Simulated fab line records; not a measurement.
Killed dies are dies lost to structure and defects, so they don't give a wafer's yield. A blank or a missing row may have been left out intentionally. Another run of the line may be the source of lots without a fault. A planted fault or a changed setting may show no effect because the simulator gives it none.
fab line records	flow nand_harc
record: lots: 12	wafers: 36	last_day: 33
route steps=1302 shown A_CONTACT@997
lots that met no fault: taken from a fault-free run of the same line
start_h: the number of hours between the record's first day and the start of the first shown wafer of the lot	wait_h: hours since the lot's step before	" same as the row above	L1.1+2: a single row standing in for several wafers	- either no value or no given start	* or withheld: withheld	< > ~ a bound
route shown NAME@n: NAME is a module with steps in the file, n the number in the route of the first one	usual: average and standard deviation across the fault-free wafers	same: alike in all rows	chamber/n: place in a boat	sites: the reading at each site	_std_site: how widely they spread, as a standard deviation	_edge_site: the outer-site mean with the inner-site mean subtracted	radius_mm: for every site, how far away it sits from the centre of the wafer	mask NAME#n: copy n	behind: the most recent tool/chamber to have shaped the wafer	hold: cause of the lot's hold/its duration in hours/its outcome	device: transistor that didn't switch, given as n, p or np	end of line: tests of these same wafers at the route's end	step lacking rows: just its recipe	killed: dies that structure and defects cost at the first sort, which is not the same as the wafer's yield	map: per-die view of a wafer (x killed, . not killed, _ where there is no die)
set.NAME: the setting as run; set.NAME@STEP: as run at that earlier step	model.NAME: the simulator's own value behind a step, which no gauge read
one table for each step of the route and one row for each wafer, over a sample of lots
services: the hour from which a tool's chamber was out of use, counted from the record's first day as start_h (under 0 if before that day), plus the number of hours and why
== steps ==
step: NHARC_A_CONTACT_CD_MEAS_42
recipe: target_cd_nm: 300	landing_energy_ev: 500
usual: cd_nm: 299.9/0.74
lot.wafer	tool	chamber	start_h	wait_h	cd_nm
L963.3	cd_sem-01	0	504.35	-	300.4
L963.4	"	0	"	"	300.2
L963.6	"	0	"	"	300.7
L964.1	cd_sem-02	0	512.81	-	299.2
L964.2	"	0	"	"	298.8
L964.5	"	0	"	"	300.4
L969.2	cd_sem-01	0	562.35	-	298.8
L969.3	"	0	"	"	299.2
L969.6	"	0	"	"	300.0
L971.3	cd_sem-01	0	574.12	-	298.2
L971.4	"	0	"	"	299.0
L971.6	"	0	"	"	299.4
L973.2	cd_sem-03	0	592.87	-	299.7
L973.5	"	0	"	"	299.2
L973.6	"	0	"	"	300.1
L974.1	cd_sem-02	0	604.47	-	300.7
L974.2	"	0	"	"	300.0
L974.6	"	0	"	"	299.3
L975.1	cd_sem-03	0	605.01	-	299.3
L975.4	"	0	"	"	300.7
L975.5	"	0	"	"	300.7
L976.2	cd_sem-02	0	627.41	-	300.2
L976.3	"	0	"	"	300.8
L976.6	"	0	"	"	300.3
L980.2	cd_sem-03	0	678.64	-	300.6
L980.5	"	0	"	"	298.8
L980.6	"	0	"	"	300.7
L981.1	cd_sem-01	0	681.31	-	299.4
L981.2	"	0	"	"	299.3
L981.5	"	0	"	"	300.3
L982.2	cd_sem-01	0	698.27	-	300.1
L982.5	"	0	"	"	299.6
L982.6	"	0	"	"	299.9
L985.3	cd_sem-03	0	716.42	-	300.5
L985.4	"	0	"	"	300.1
L985.5	"	0	"	"	300.4
step: NHARC_A_CONTACT_ETCH_112
recipe: source_w: withheld	pressure_mtorr: 20	bias_v: 3000	time_s: 190	target_depth_a: 18500	ar_flow_sccm: withheld	c4f8_flow_sccm: withheld	o2_flow_sccm: withheld	chemistry: C4F8/O2/Ar
usual: chamber_pressure_mTorr: 20.002/0.02
lot.wafer	tool	chamber	start_h	wait_h	chamber_pressure_mTorr	rf_hours_counter_h
L963.4	har_cap_etch-02	1	506.60	0.2	19.995	-
L963.3	"	0	"	"	19.987	-
L963.6	"	0	"	"	20.024	-
L964.2	har_cap_etch-01	1	515.51	0.2	19.953	0
L964.1	"	0	"	"	20.031	0
L964.5	"	0	"	"	20.034	-
L969.2	har_cap_etch-01	1	564.57	0.2	19.994	11
L969.3	"	0	"	"	20.004	-
L969.6	"	0	"	"	19.993	-
L971.3	har_cap_etch-02	1	576.55	0.2	20.013	-
L971.4	"	0	"	"	19.986	-
L971.6	"	1	"	"	20.027	-
L973.2	har_cap_etch-02	1	595.26	0.2	19.995	99
L973.6	"	0	"	"	19.983	-
L973.5	"	1	"	"	20.022	-
L974.1	har_cap_etch-02	0	606.89	0.2	20.002	101
L974.2	"	1	"	"	20.021	101
L974.6	"	0	"	"	20.046	-
L975.1	har_cap_etch-03	0	608.66	0.2	19.997	62
L975.4	"	1	"	"	20.022	-
L975.5	"	0	"	"	20.001	-
L976.2	har_cap_etch-01	1	629.62	0.2	20.030	24
L976.3	"	1	"	"	20.007	-
L976.6	"	0	"	"	20.004	-
L980.2	har_cap_etch-02	0	680.85	0.2	19.979	114
L980.6	"	0	"	"	19.971	-
L980.5	"	1	"	"	20.041	-
L981.2	har_cap_etch-03	0	683.53	0.2	20.044	74
L981.1	"	1	"	"	20.008	74
L981.5	"	0	"	"	19.998	-
L982.2	har_cap_etch-03	0	700.55	0.2	20.020	76
L982.6	"	1	"	"	19.999	-
L982.5	"	0	"	"	19.999	-
L985.3	har_cap_etch-02	0	718.79	0.2	20.002	-
L985.4	"	1	"	"	20.023	-
L985.5	"	1	"	"	20.007	-
step: NHARC_A_CONTACT_ETCH_118
recipe: source_w: withheld	pressure_mtorr: 20	bias_v: 3000	time_s: 190	target_depth_a: 18500	ar_flow_sccm: withheld	c4f8_flow_sccm: withheld	o2_flow_sccm: withheld	chemistry: C4F8/O2/Ar
usual: chamber_pressure_mTorr: 20.004/0.017
lot.wafer	tool	chamber	start_h	wait_h	chamber_pressure_mTorr	rf_hours_counter_h
L963.4	har_cap_etch-02	1	507.63	0.1	19.998	-
L963.3	"	0	"	"	20.002	-
L963.6	"	0	"	"	20.021	-
L964.2	har_cap_etch-01	1	516.54	0.1	20.008	1
L964.1	"	0	"	"	19.985	1
L964.5	"	0	"	"	20.013	-
L969.2	har_cap_etch-01	1	565.60	0.1	20.018	11
L969.3	"	0	"	"	19.990	-
L969.6	"	0	"	"	19.999	-
L971.3	har_cap_etch-02	1	577.58	0.1	15.989	-
L971.4	"	0	"	"	15.992	-
L971.6	"	1	"	"	16.045	-
L973.2	har_cap_etch-02	1	596.28	0.1	16.018	100
L973.6	"	0	"	"	16.010	-
L973.5	"	1	"	"	16.037	-
L974.1	har_cap_etch-02	0	607.93	0.1	15.972	102
L974.2	"	1	"	"	15.988	102
L974.6	"	0	"	"	16.016	-
L975.1	har_cap_etch-03	0	609.68	0.1	20.029	63
L975.4	"	1	"	"	20.002	-
L975.5	"	0	"	"	19.997	-
L976.2	har_cap_etch-01	1	630.66	0.1	20.009	25
L976.3	"	1	"	"	19.981	-
L976.6	"	0	"	"	20.008	-
L980.2	har_cap_etch-02	0	681.88	0.1	19.984	114
L980.6	"	0	"	"	20.032	-
L980.5	"	1	"	"	19.993	-
L981.2	har_cap_etch-03	0	684.55	0.1	20.006	75
L981.1	"	1	"	"	20.017	75
L981.5	"	0	"	"	20.025	-
L982.2	har_cap_etch-03	0	701.58	0.1	19.995	77
L982.6	"	1	"	"	20.028	-
L982.5	"	0	"	"	19.999	-
L985.3	har_cap_etch-02	0	719.81	0.1	19.987	-
L985.4	"	1	"	"	20.007	-
L985.5	"	1	"	"	20.017	-
step: NHARC_A_CONTACT_ETCH_90
recipe: target_depth_a: 400	over_etch_frac: 0.5	time_s: 85.7	ion_energy_ev: 120	ch3f_flow_sccm: 50	o2_flow_sccm: 30	ar_flow_sccm: 200	rf_w: 500	bias_w: 100	chemistry: CH3F/O2
usual: chamber_pressure_mTorr: 25.001/0.027	drypump_motor_current_A: 5.8/0.31	oes_product_au: 0.96/0.038	rf_vpp_V: 244.8/1.5	showerhead_plenum_p_Torr: 2.49/0.088	throttle_valve_pct: 20.662/0.0091
lot.wafer	tool	chamber	start_h	wait_h	chamber_pressure_mTorr	drypump_motor_current_A	oes_product_au	rf_hours_counter_h	rf_vpp_V	showerhead_plenum_p_Torr	throttle_valve_pct
L963.4	rie_diel-05	0	509.44	0.7	25.035	5.7	1.00	16	244.0	2.48	20.668
L963.3	"	1	"	"	25.018	6.0	0.99	16	244.9	2.50	20.661
L963.6	"	2	"	"	24.973	6.2	1.01	-	243.6	2.35	20.664
L964.2	rie_diel-05	0	518.39	0.9	25.015	5.7	0.93	18	243.5	2.48	20.671
L964.1	"	2	"	"	25.004	6.1	0.93	19	243.1	2.35	20.665
L964.5	"	3	"	"	24.993	5.7	0.94	-	246.3	2.55	20.671
L969.2	rie_diel-05	1	567.40	0.8	25.025	6.0	0.96	26	244.5	2.49	20.662
L969.3	"	0	"	"	24.995	5.7	0.99	27	245.7	2.47	20.657
L969.6	"	1	"	"	25.042	6.0	0.97	-	244.7	2.49	20.658
L971.4	rie_diel-01	2	579.38	0.6	24.981	5.8	0.98	7	246.7	2.61	20.646
L971.3	"	0	"	"	25.002	4.7	1.01	5	244.4	2.44	20.663
L971.6	"	3	"	"	25.001	5.7	1.00	-	246.7	2.59	20.673
L973.2	rie_diel-05	0	598.09	0.8	25.014	5.7	1.01	1	245.9	2.47	20.664
L973.5	"	3	"	"	25.007	5.7	1.00	-	245.7	2.55	20.648
L973.6	"	0	"	"	25.023	5.7	1.00	-	245.1	2.47	20.654
L974.1	rie_diel-01	2	609.77	0.9	25.008	5.9	0.99	17	244.8	2.60	20.666
L974.2	"	0	"	"	24.992	4.7	1.00	15	243.5	2.44	20.671
L974.6	"	2	"	"	24.988	5.9	0.99	-	246.6	2.60	20.661
L975.4	rie_diel-01	3	611.50	0.7	24.984	5.7	1.01	17	244.8	2.59	20.651
L975.1	"	0	"	"	24.974	4.7	1.00	15	243.2	2.44	20.665
L975.5	"	2	"	"	25.024	5.8	0.99	-	245.3	2.60	20.653
L976.3	rie_diel-05	3	632.50	0.7	24.998	5.7	0.91	9	244.9	2.55	20.665
L976.2	"	0	"	"	24.986	5.7	0.93	11	243.9	2.47	20.648
L976.6	"	2	"	"	25.006	6.0	0.93	-	242.0	2.34	20.664
L980.2	rie_diel-10	2	683.75	0.9	25.013	5.4	0.93	16	247.0	2.63	20.662
L980.5	"	3	"	"	24.997	5.9	0.96	-	245.9	2.51	20.669
L980.6	"	0	"	"	24.986	5.4	0.91	-	246.8	2.61	20.650
L981.1	rie_diel-05	3	686.38	0.8	24.970	5.7	0.92	19	246.0	2.54	20.670
L981.2	"	2	"	"	25.008	6.1	0.95	17	241.5	2.33	20.666
L981.5	"	2	"	"	25.007	6.2	0.95	-	242.5	2.33	20.661
L982.2	rie_diel-10	2	703.44	0.9	25.000	5.4	0.92	27	245.6	2.63	20.671
L982.5	"	3	"	"	25.068	5.9	0.90	-	245.1	2.50	20.669
L982.6	"	0	"	"	25.020	5.4	0.91	-	247.7	2.60	20.654
L985.3	rie_diel-10	2	721.58	0.7	25.009	5.4	0.93	35	246.8	2.62	20.675
L985.4	"	3	"	"	24.984	5.9	0.91	32	245.1	2.50	20.666
L985.5	"	1	"	"	25.026	5.7	0.92	-	242.6	2.43	20.670
== services ==
tool	chamber	start_h	hours	kind
har_cap_etch-03	-	483.25	0.6	repair
har_cap_etch-03	-	488.67	0.7	repair
rie_diel-05	0	489.60	-	clean
rie_diel-05	1	489.60	-	clean
rie_diel-05	2	489.60	-	clean
rie_diel-05	3	489.60	-	clean
har_cap_etch-01	-	497.00	17.0	pm
har_cap_etch-01	0	497.00	17.0	vent_cycle
har_cap_etch-01	1	497.00	17.0	vent_cycle
rie_diel-10	0	498.78	5.2	repair
rie_diel-05	2	503.05	1.7	repair
har_cap_etch-01	0	514.00	-	clean
har_cap_etch-01	0	514.00	-	consumable_replace:focus_ring
rie_diel-10	0	539.17	2.1	repair
rie_diel-01	-	557.96	9.0	pm
rie_diel-05	-	584.22	9.0	pm
rie_diel-10	0	593.91	3.1	repair
rie_diel-10	-	599.96	9.0	pm
rie_diel-10	3	622.77	5.5	repair
rie_diel-01	3	636.36	2.6	repair
rie_diel-05	0	641.73	1.7	repair
rie_diel-01	3	676.46	1.4	repair
rie_diel-05	1	684.98	12.2	repair
rie_diel-10	0	710.45	4.6	repair
== key ==
first_sign: step: NHARC_A_CONTACT_ETCH_118	reading: chamber_pressure_mTorr	direction: down	sigmas: 99+	usual: 20.004	struck: 16.007
effect none on later readings
met_at NHARC_A_CONTACT_ETCH_118
struck_lots L971,L973,L974
tester_left_out L971,L973,L974
not_acting_at NHARC_A_CONTACT_CD_MEAS_42,NHARC_A_CONTACT_ETCH_112,NHARC_A_CONTACT_ETCH_90
onset_between 507.63 577.58
fault: kind: process_parameter_drift	tool: har_cap_etch-02	chamber: -	onset_h: 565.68	steps: NHARC_A_CONTACT_ETCH_118	channel: pressure_mtorr	offset: -4	shape: step	end_h: 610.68	acts_in: these_recipes_only	stated: 20
tester_left_out: of these lots the tester's yield and bins aren't shown, on N5 and GAA mostly nor the transistor test; their killed dies are dies lost to structure and defects alone, not to doping, threshold or leakage, so they don't give the yield
